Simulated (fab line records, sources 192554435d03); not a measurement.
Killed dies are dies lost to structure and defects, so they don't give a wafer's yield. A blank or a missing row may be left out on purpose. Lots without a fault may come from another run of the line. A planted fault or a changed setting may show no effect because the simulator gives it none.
Chamber matching | flow n5_finfet | N5_ILD0_ALD_15 on ald_sin-03: 4 sister chambers
The step deposits SiNx, target thk 24 nm, pulse time 1 s, ald cycles 480. 18 wafers are shown with their chamber, then 9 later ones without.

WAFERS WITH THEIR CHAMBER
wafer  | chamber | heater_power_w (W) | precursor_pulse_height_rel
L074.3 | 1       | 849                | 0.965
L074.4 | 3       | 838                | 0.997
L074.5 | 2       | 782                | 1.008
L082.2 | 2       | 798                | 1.011
L082.3 | 3       | 885                | 0.983
L082.5 | 1       | 829                | 1.035
L083.1 | 1       | 831                | 1.007
L083.3 | 0       | 838                | 1.016
L083.4 | 3       | 859                | 0.987
L084.2 | 2       | 781                | 0.977
L084.3 | 1       | 817                | 1.014
L084.4 | 3       | 876                | 1.041
L091.1 | 0       | 806                | 0.998
L091.5 | 0       | 806                | 1.002
L091.6 | 2       | 802                | 0.988
L093.1 | 1       | 830                | 0.979
L093.2 | 2       | 797                | 1.010
L093.5 | 2       | 787                | 0.995

SIGNATURES (means of the wafers above)
reading                    | chamber 0 | chamber 1 | chamber 2 | chamber 3 | scatter within a chamber
heater_power_w             | 816.67    | 831.20    | 791.17    | 864.50    | 14.4
precursor_pulse_height_rel | 1.00533   | 1.00000   | 0.99817   | 1.00200   | 0.0214
Rule: a wafer's distance from a chamber is the root of the sum, over the readings, of the square of ((its reading less the chamber's mean) divided by the reading's scatter). The wafer belongs to the nearest chamber; if the next one is less than 2 further off, it can't be placed. The scatter: the root of (the sum of the squares of (reading less its chamber's mean) over the shown wafers, divided by (wafers less chambers)).

WAFERS WITHOUT THEIR CHAMBER
wafer  | heater_power_w (W) | precursor_pulse_height_rel
L094.1 | 824                | 0.969
L094.2 | 798                | 0.982
L094.4 | 824                | 1.014
L096.2 | 824                | 0.978
L096.3 | 865                | 0.990
L096.6 | 775                | 0.959
L097.3 | 820                | 0.989
L097.5 | 858                | 0.988
L097.6 | 783                | 1.034

WHICH CHAMBER EACH WENT THROUGH
wafer  | from the rows above               | in truth
L094.1 | can't be placed: 1 or 0 or 2 or 3 | 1
L094.2 | can't be placed: 2 or 0 or 1      | 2
L094.4 | can't be placed: 0 or 1 or 2      | 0
L096.2 | can't be placed: 1 or 0 or 2 or 3 | 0
L096.3 | can't be placed: 3 or 1           | 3
L096.6 | can't be placed: 2 or 0           | 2
L097.3 | can't be placed: 0 or 1 or 2      | 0
L097.5 | can't be placed: 3 or 1           | 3
L097.6 | can't be placed: 2 or 0 or 1      | 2
Placed correctly: 0 of 9. Can't be placed from these rows: 9 (the true chamber is among the candidates in 9). Placed wrongly: 0.
